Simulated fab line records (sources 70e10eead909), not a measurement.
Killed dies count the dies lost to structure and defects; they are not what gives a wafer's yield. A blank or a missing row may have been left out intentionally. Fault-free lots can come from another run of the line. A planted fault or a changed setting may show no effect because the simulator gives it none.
fab line records | flow nand_harc
[record] lots = 14 wafers = 42 last_day = 33
route steps=1302 shown A_BLC@1133 A_M0@1156
lots that met no fault: taken from a fault-free run of the same line
start_h: hours from the record's opening day to when the first of the lot's shown wafers began | wait_h: hours from the lot's prior step to this one | " same as the row above | L1.1+2: a single row standing in for several wafers | - no value, or no start given | * or withheld: withheld | < > ~ a bound
route shown NAME@n: NAME is a module with steps in the file, n the number in the route of the first one | usual: mean and standard deviation over wafers with no fault | same: alike in all rows | chamber/n: place in a boat | sites: each site's reading | _std_site: standard deviation of those values | _edge_site: inner sites' mean taken away from outer sites' mean | radius_mm: for every site, how far away it sits from the centre of the wafer | mask NAME#n: copy n | behind: the most recent tool/chamber to have shaped the wafer | hold: why the lot was held/for how many hours/how that ended | device: whichever transistor did not switch (one of n, p or np) | end of line: the route-end tests of the same wafers | step lacking rows: just its recipe | killed: count of dies lost to structure and defects at first sort (not the wafer's yield) | map: shows each die of a wafer: x if killed, . if not, _ if none is there
set.NAME: the setting that was run; set.NAME@STEP: the one run at that earlier step | model.NAME: the simulator's own value behind a step, which no gauge read
route steps across a sampled set of lots; one table per step, one row per wafer
services: a tool's chamber out of use, with start hour (start_h, from the record's first day; less than 0 if before it), hours out, and reason
[[steps]]
[step NHARC_A_BLC_CMP_25]
[recipe] t_overpolish_s = 30 target_thk_nm = 150
[usual] motor_current_A = 12.0/1.6 overpolish_run_s = 30.001/0.0095 slurry_filter_dp_kPa = 13.50/0.14 time_to_endpoint_s = 30.3/2.2
// columns lot.wafer tool chamber start_h wait_h motor_current_A overpolish_run_s slurry_filter_dp_kPa time_to_endpoint_s
L847.4 cmp-01 0 533.36 0.3 10.2 30.011 13.45 30.5
L847.3 " 2 " " 14.5 30.020 13.46 29.5
L847.6 " 0 " " 10.3 30.002 13.62 29.9
L850.1 cmp-02 1 543.91 0.5 11.0 29.996 13.59 28.7
L850.4 " 2 " " 12.4 30.006 13.42 34.5
L850.6 " 3 " " 12.0 30.012 13.74 31.5
L851.1 cmp-01 2 550.40 0.5 13.7 29.997 13.56 27.4
L851.5 " 1 " " 13.9 29.996 13.63 30.5
L851.6 " 2 " " 13.3 30.003 13.43 26.2
L852.2 cmp-02 2 550.94 0.4 12.5 30.005 13.62 30.6
L852.1 " 1 " " 11.3 29.981 13.31 29.0
L852.6 " 2 " " 13.3 30.003 13.70 29.9
L849.2 cmp-04 1 555.45 0.4 9.3 30.003 13.48 29.8
L849.1 " 3 " " 10.8 29.985 13.62 28.6
L849.4 " 0 " " 14.0 30.008 13.44 31.0
L853.4 cmp-01 1 571.96 0.2 14.3 29.996 13.50 31.9
L853.1 " 0 " " 9.9 29.999 13.55 28.5
L853.5 " 1 " " 13.9 29.998 13.44 32.5
L855.1 cmp-01 0 602.54 0.4 10.0 30.014 13.57 33.3
L855.4 " 2 " " 13.6 29.999 13.40 31.3
L855.2 " 3 " " 13.9 30.017 13.59 32.6
L856.3 cmp-04 2 615.28 0.3 10.9 30.009 13.54 29.6
L856.6 " 0 " " 14.8 30.006 13.33 28.5
L856.5 " 1 " " 8.3 29.997 13.32 26.0
L857.4 cmp-01 0 640.92 0.3 10.8 30.009 13.58 31.6
L857.5 " 2 " " 13.4 30.018 13.42 32.6
L857.6 " 3 " " 13.4 29.988 13.38 32.7
L859.3 cmp-02 0 643.40 0.4 10.4 30.004 13.32 31.7
L859.6 " 1 " " 10.9 30.006 13.52 31.9
L859.5 " 2 " " 12.1 30.012 13.61 32.2
L866.2 cmp-02 3 717.00 0.5 12.6 29.998 13.70 26.6
L866.1 " 0 " " 10.4 29.998 13.56 29.0
L866.6 " 2 " " 12.7 30.006 13.56 28.4
L868.3 cmp-02 1 722.62 0.3 10.6 30.011 13.73 26.6
L868.2 " 3 " " 12.3 30.021 13.47 24.3
L868.4 " 0 " " 10.5 30.003 13.51 27.9
L867.2 cmp-04 0 724.34 0.4 13.6 30.014 13.32 34.4
L867.3 " 1 " " 9.4 30.001 13.39 32.9
L867.6 " 3 " " 11.1 29.979 13.62 31.5
L869.3 cmp-02 0 735.40 0.3 10.1 30.012 13.37 30.7
L869.2 " 1 " " 11.2 29.993 13.70 32.5
L869.1 " 2 " " 13.1 29.998 13.44 33.2
[step NHARC_A_M0_DEGAS_28]
[recipe] temp_c = 250 time_s = 60
[usual] heater_power_w = 351/27
// columns lot.wafer tool chamber start_h wait_h heater_power_w
L847.3 pvd_sputter-01 - 535.64 - 408
L847.4 " - " " 361
L847.6 " - " " 423
L850.1 pvd_sputter-03 - 546.27 - 338
L850.4 " - " " 364
L850.6 " - " " 324
L851.1 pvd_sputter-03 - 553.26 - 337
L851.6 " - " " 330
L851.5 " - " " 335
L852.2 pvd_sputter-02 - 553.35 - 348
L852.1 " - " " 302
L852.6 " - " " 299
L849.2 pvd_sputter-01 - 558.11 - 335
L849.1 " - " " 388
L849.4 " - " " 427
L853.1 pvd_sputter-03 - 574.84 - 324
L853.4 " - " " 349
L853.5 " - " " 367
L855.2 pvd_sputter-03 - 604.95 - 333
L855.1 " - " " 328
L855.4 " - " " 342
L856.3 pvd_sputter-02 - 617.66 - 340
L856.6 " - " " 354
L856.5 " - " " 347
L857.4 pvd_sputter-03 - 643.32 - 331
L857.5 " - " " 329
L857.6 " - " " 334
L859.3 pvd_sputter-03 - 645.83 - 350
L859.5 " - " " 334
L859.6 " - " " 340
L866.2 pvd_sputter-02 - 719.39 - 375
L866.1 " - " " 376
L866.6 " - " " 307
L868.3 pvd_sputter-02 - 725.41 - 339
L868.2 " - " " 372
L868.4 " - " " 306
L867.2 pvd_sputter-01 - 726.57 - 414
L867.3 " - " " 386
L867.6 " - " " 384
L869.3 pvd_sputter-01 - 737.80 - 336
L869.1 " - " " 381
L869.2 " - " " 389
[step NHARC_A_M0_ECD_22]
[recipe] target_thk_a = 4000 bath_temp_c = 25 material = Cu
[usual] bath_heat_duty_pct = 5.9/0.58 bath_temp_c = 25.00/0.1
// columns lot.wafer tool chamber start_h wait_h bath_heat_duty_pct bath_temp_c
L847.3 ecd_cu-02 0 536.10 - 5.8 24.92
L847.4 " 1 " " 6.1 24.98
L847.6 " 1 " " 6.3 25.04
L850.1 ecd_cu-02 1 546.69 - 5.5 25.05
L850.4 " 0 " " 5.6 25.18
L850.6 " 1 " " 5.4 24.96
L851.1 ecd_cu-01 1 553.62 - 4.9 24.93
L851.5 " 1 " " 5.1 25.04
L851.6 " 0 " " 5.5 24.98
L852.2 ecd_cu-02 1 553.71 - 6.5 25.01
L852.1 " 0 " " 7.1 25.04
L852.6 " 0 " " 7.2 24.79
L849.2 ecd_cu-01 0 558.46 - 5.7 25.09
L849.1 " 1 " " 5.8 24.90
L849.4 " 0 " " 5.6 25.08
L853.1 ecd_cu-02 1 575.26 - 5.6 24.96
L853.4 " 0 " " 7.0 24.97
L853.5 " 0 " " 6.5 24.91
L855.1 ecd_cu-02 0 605.31 - 6.7 24.94
L855.2 " 1 " " 5.4 24.98
L855.4 " 1 " " 6.1 24.96
L856.3 ecd_cu-02 0 618.09 - - -
L856.5 " 0 " " - -
L856.6 " 1 " " - -
L857.4 ecd_cu-02 0 643.82 - - -
L857.6 " 1 " " - -
L857.5 " 0 " " - -
L859.3 ecd_cu-01 1 646.60 - 5.4 24.88
L859.6 " 0 " " 5.5 25.07
L859.5 " 1 " " 5.5 24.98
L866.2 ecd_cu-02 1 719.75 - 5.7 24.75
L866.1 " 0 " " 6.7 25.07
L866.6 " 1 " " 5.0 24.93
L868.2 ecd_cu-01 0 725.77 - 5.9 24.84
L868.3 " 0 " " 5.4 25.02
L868.4 " 1 " " 5.2 24.84
L867.2 ecd_cu-01 1 726.93 - 5.5 24.92
L867.3 " 1 " " 5.6 24.91
L867.6 " 1 " " 5.7 25.08
L869.1 ecd_cu-02 0 738.19 - 5.9 25.04
L869.2 " 1 " " 5.0 24.93
L869.3 " 0 " " 5.8 25.01
[step NHARC_A_M0_CMP_23]
[recipe] t_overpolish_s = 20 target_thk_nm = 113.75
[usual] motor_current_A = 11.6/1.2 slurry_filter_dp_kPa = 13.49/0.14 time_to_endpoint_s = 28.2/1.8
// columns lot.wafer tool chamber start_h wait_h motor_current_A slurry_filter_dp_kPa time_to_endpoint_s
L847.4 cmp-02 3 536.75 - 12.6 13.63 27.7
L847.3 " 1 " " 11.7 13.42 27.1
L847.6 " 2 " " 12.1 13.70 26.5
L850.4 cmp-03 1 547.42 - 9.8 13.66 29.0
L850.1 " 2 " " 12.8 13.66 27.9
L850.6 " 3 " " 11.2 13.42 29.1
L851.1 cmp-04 2 554.42 - 10.4 13.38 28.7
L851.6 " 3 " " 10.8 13.14 29.3
L851.5 " 0 " " 13.6 13.50 31.4
L852.1 cmp-02 1 554.44 - 11.2 13.59 30.0
L852.2 " 0 " " 10.2 13.41 27.2
L852.6 " 1 " " 11.3 13.59 28.1
L849.1 cmp-03 3 559.19 - 11.3 13.53 29.9
L849.4 " 0 " " 11.8 13.64 29.4
L849.2 " 2 " " 12.5 13.45 29.1
L853.4 cmp-02 3 575.93 - 12.0 13.49 25.7
L853.1 " 1 " " 11.4 13.58 28.2
L853.5 " 3 " " 12.7 13.60 26.1
L855.2 cmp-04 2 606.02 - 10.4 13.50 24.8
L855.4 " 3 " " 10.4 13.35 25.4
L855.1 " 0 " " 14.3 13.57 26.9
L856.3 cmp-02 3 618.77 - 12.8 13.48 0.6
L856.6 " 1 " " 11.1 13.32 2.1
L856.5 " 2 " " 12.2 13.49 0.0
L857.4 cmp-04 3 644.41 - 10.8 13.60 0.2
L857.6 " 3 " " 10.6 13.71 1.6
L857.5 " 0 " " 15.0 13.55 0.0
L859.3 cmp-03 0 647.26 - 12.0 13.59 28.2
L859.5 " 1 " " 10.3 13.52 26.6
L859.6 " 2 " " 12.3 13.51 29.1
L866.2 cmp-03 2 720.54 - 12.5 13.39 29.1
L866.1 " 0 " " 11.5 13.47 25.5
L866.6 " 3 " " 11.3 13.79 32.1
L868.2 cmp-04 3 726.49 - 10.1 13.33 28.1
L868.4 " 1 " " 9.3 13.45 30.9
L868.3 " 2 " " 10.3 13.28 29.2
L867.2 cmp-04 0 727.71 - 14.2 13.64 31.6
L867.3 " 1 " " 8.9 13.40 27.7
L867.6 " 2 " " 11.0 13.50 30.0
L869.1 cmp-02 1 738.93 - 11.0 13.35 31.4
L869.3 " 2 " " 12.5 13.53 30.6
L869.2 " 0 " " 10.4 13.29 30.8
[step NHARC_A_M0_THK_MEAS_24]
[recipe] thk_meas_gauge = xrf
[usual] thk_nm = 113.6/1.5
// columns lot.wafer tool chamber start_h wait_h thk_nm
L847.3 film_metro-02 - 537.04 - 114.4
L847.4 " - " " 114.1
L847.6 " - " " 117.8
L850.1 film_metro-02 - 547.69 - 113.6
L850.4 " - " " 117.4
L850.6 " - " " 113.0
L851.1 film_metro-02 - 554.65 - 112.3
L851.5 " - " " 113.4
L851.6 " - " " 111.8
L852.1 film_metro-01 - 554.75 - 110.2
L852.2 " - " " 112.5
L852.6 " - " " 111.8
L849.1 film_metro-02 - 559.51 - 112.7
L849.2 " - " " 112.3
L849.4 " - " " 112.7
L853.1 film_metro-02 - 576.25 - 113.3
L853.4 " - " " 110.8
L853.5 " - " " 114.0
L855.1 film_metro-01 - 606.34 - 111.3
L855.2 " - " " 112.6
L855.4 " - " " 111.4
L856.3 film_metro-01 - 619.03 - 28.8
L856.5 " - " " 29.6
L856.6 " - " " 31.2
L857.4 film_metro-01 - 644.73 - 28.5
L857.5 " - " " 28.4
L857.6 " - " " 29.5
L859.3 film_metro-02 - 647.49 - 113.4
L859.5 " - " " 115.7
L859.6 " - " " 111.8
L866.1 film_metro-02 - 720.85 - 113.8
L866.2 " - " " 115.1
L866.6 " - " " 115.0
L868.2 film_metro-01 - 726.81 - 113.4
L868.3 " - " " 113.9
L868.4 " - " " 112.5
L867.2 film_metro-02 - 727.96 - 115.7
L867.3 " - " " 116.6
L867.6 " - " " 112.1
L869.1 film_metro-02 - 739.24 - 114.5
L869.2 " - " " 115.1
L869.3 " - " " 113.7
[step NHARC_A_M0_INSPECT_27]
[usual] raw_defect_count = 591/170
// columns lot.wafer tool chamber start_h wait_h raw_defect_count
L847.3 defect_inspect-02 - 537.20 0.0 707
L847.4 " - " " 1228
L847.6 " - " " 1074
L850.1 defect_inspect-02 - 547.84 0.0 648
L850.4 " - " " 1036
L850.6 " - " " 459
L851.1 defect_inspect-01 - 554.81 0.0 632
L851.5 " - " " 465
L851.6 " - " " 628
L852.1 defect_inspect-02 - 554.91 0.0 625
L852.2 " - " " 662
L852.6 " - " " 526
L849.1 defect_inspect-01 - 559.66 0.0 683
L849.2 " - " " 722
L849.4 " - " " 615
L853.1 defect_inspect-01 - 576.41 0.0 574
L853.4 " - " " 585
L853.5 " - " " 1078
L855.1 defect_inspect-02 - 606.49 0.0 770
L855.2 " - " " 673
L855.4 " - " " 750
L856.3 defect_inspect-02 - 619.19 0.0 479
L856.5 " - " " 530
L856.6 " - " " 666
L857.4 defect_inspect-02 - 644.89 0.0 423
L857.5 " - " " 572
L857.6 " - " " 836
L859.3 defect_inspect-02 - 647.65 0.0 370
L859.5 " - " " 372
L859.6 " - " " 353
L866.1 defect_inspect-02 - 721.01 0.0 658
L866.2 " - " " 507
L866.6 " - " " 561
L868.2 defect_inspect-02 - 726.96 0.0 856
L868.3 " - " " 596
L868.4 " - " " 632
L867.2 defect_inspect-01 - 728.12 0.0 371
L867.3 " - " " 441
L867.6 " - " " 407
L869.1 defect_inspect-01 - 739.39 0.0 449
L869.2 " - " " 586
L869.3 " - " " 507
[[services]]
// columns tool chamber start_h hours kind
ecd_cu-01 - 512.15 8.0 pm
pvd_sputter-03 - 526.05 10.0 pm
cmp-02 - 527.74 4.0 pm
cmp-04 - 534.73 2.6 repair
cmp-04 - 575.16 0.8 repair
cmp-01 - 577.50 4.0 pm
cmp-04 - 588.44 1.9 repair
ecd_cu-02 - 596.28 8.0 pm
cmp-04 - 601.31 4.0 pm
cmp-04 - 614.50 0.6 repair
pvd_sputter-03 - 615.99 1.2 repair
cmp-02 - 625.74 4.0 pm
cmp-04 - 637.15 0.6 repair
ecd_cu-01 - 643.50 2.8 repair
cmp-01 - 658.51 6.7 repair
cmp-02 - 666.41 5.4 repair
pvd_sputter-03 - 670.10 2.4 repair
cmp-04 - 672.84 0.4 repair
cmp-01 - 675.50 4.0 pm
ecd_cu-01 - 684.42 4.1 repair
cmp-04 - 699.31 4.0 pm
pvd_sputter-03 - 704.05 10.0 pm
cmp-02 - 723.74 4.0 pm
pvd_sputter-03 - 724.80 2.7 repair
[[key]]
[first_sign] step = NHARC_A_M0_ECD_22 reading = tool_record direction = missing
[effect] step = NHARC_A_M0_CMP_23 reading = time_to_endpoint_s direction = down sigmas = 15 usual = * struck = *
[effect] step = NHARC_A_M0_THK_MEAS_24 reading = thk_nm direction = down sigmas = 57 usual = 113.6 struck = 29.3
met_at NHARC_A_M0_ECD_22
struck_lots L856,L857
later_rows_left_out L856.3,L856.5,L856.6,L857.4,L857.5,L857.6
sort_left_out L856.3,L856.5,L856.6,L857.4,L857.5,L857.6
not_acting_at NHARC_A_BLC_CMP_25,NHARC_A_M0_DEGAS_28,NHARC_A_M0_INSPECT_27
onset_between 605.31 618.09
[fault] kind = skipped_step_whole tool = ecd_cu-02 chamber = - onset_h = 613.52 steps = NHARC_A_M0_ECD_22 scope = struck_lots_only
// sort_left_out: the simulated sort isn't trusted on such a fault, so these wafers' sort isn't shown, and their yield isn't known
// later_rows_left_out: the simulator's readings of these wafers behind a module that went badly wrong aren't trusted and aren't shown, but for the sort
